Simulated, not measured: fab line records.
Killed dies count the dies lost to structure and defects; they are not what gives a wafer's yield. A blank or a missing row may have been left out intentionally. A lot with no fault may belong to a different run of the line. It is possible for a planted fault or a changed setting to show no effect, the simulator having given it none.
Matching of chambers | flow nand_harc | NHARC_A_STAIRCASE_ETCH_444 on rie_diel-07: 4 sister chambers
The step etches the open film in C4F8/O2, target depth 20400 nm, time 6800 s. 4 wafers are shown with their chamber, then 8 later ones without.

EACH WAFER AND ITS CHAMBER
wafer  | chamber | rf_vpp_V (V)
L081.5 | 2       | 801
L083.3 | 3       | 810
L087.5 | 0       | 800
L093.1 | 1       | 809

WAFERS MISSING THEIR CHAMBER
wafer  | rf_vpp_V (V)
L093.5 | 800
L093.6 | 809
L096.3 | 801
L096.1 | 809
L096.5 | 808
L097.2 | 799
L097.4 | 808
L097.6 | 807

WHICH CHAMBER EACH WENT THROUGH
wafer  | from the rows above     | in truth
L093.5 | can't be placed: 0 or 2 | 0
L093.6 | can't be placed: 1 or 3 | 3
L096.3 | can't be placed: 2 or 0 | 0
L096.1 | can't be placed: 1 or 3 | 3
L096.5 | can't be placed: 1 or 3 | 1
L097.2 | can't be placed: 0 or 2 | 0
L097.4 | can't be placed: 1 or 3 | 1
L097.6 | can't be placed: 1 or 3 | 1
Placed correctly: 0 of 8. Can't be placed from these rows: 8 (the true chamber is among the candidates in 8). Placed wrongly: 0.
How it was worked out, from the rows above alone: a wafer's distance from a chamber is the root of the sum, over the readings, of the square of ((its reading less the chamber's mean) divided by the reading's scatter). The wafer belongs to the nearest chamber; if the next one is less than 2 further off, it can't be placed. Each chamber's mean is taken over the wafers shown for it. The scatter (one wafer shown for each chamber): square how far every hidden wafer sits from the nearest shown wafer, average those squares and take the square root.
